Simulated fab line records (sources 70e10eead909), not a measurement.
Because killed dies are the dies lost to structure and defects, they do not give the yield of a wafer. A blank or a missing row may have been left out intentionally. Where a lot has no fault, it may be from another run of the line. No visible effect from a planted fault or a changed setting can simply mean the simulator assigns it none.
Matching of chambers | flow nand-harc | NHARC_A_STAIRCASE_TRIM_220 on rie-diel-04: 4 sister chambers
The step chemistry O2, time 211.2 s. 4 wafers are shown with their chamber, then 12 later ones without.

## WAFERS, EACH WITH ITS CHAMBER
wafer  | chamber | showerhead-plenum-p-Torr (Torr)
L083.3 | 0       | 3.32
L084.2 | 2       | 3.44
L084.3 | 3       | 3.65
L084.4 | 1       | 3.40

## WAFERS WHOSE CHAMBER IS MISSING
wafer  | showerhead-plenum-p-Torr (Torr)
L088.1 | 3.40
L088.3 | 3.31
L088.6 | 3.44
L091.4 | 3.44
L091.5 | 3.64
L091.6 | 3.31
L096.1 | 3.44
L096.3 | 3.31
L096.4 | 3.64
L097.2 | 3.43
L097.3 | 3.39
L097.6 | 3.43

## WHICH CHAMBER EACH WENT THROUGH
wafer  | from the rows above | in truth
L088.1 | 1                   | 1
L088.3 | 0                   | 0
L088.6 | 2                   | 2
L091.4 | 2                   | 2
L091.5 | 3                   | 3
L091.6 | 0                   | 0
L096.1 | 2                   | 2
L096.3 | 0                   | 0
L096.4 | 3                   | 3
L097.2 | 2                   | 2
L097.3 | 1                   | 1
L097.6 | 2                   | 2
Placed correctly: 12 of 12. Number that these rows cannot place: 0. Number placed wrongly: 0.
How it was worked out, from the rows above alone: a wafer's distance from a chamber is the root of the sum, over the readings, of the square of ((its reading less the chamber's mean) divided by the reading's scatter). The wafer belongs to the nearest chamber; if the next one is less than 2 further off, it can't be placed. The mean given for a chamber averages the wafers shown for that chamber. The scatter: root of mean squared gap, hidden wafer to nearest shown wafer, with one shown wafer a chamber.
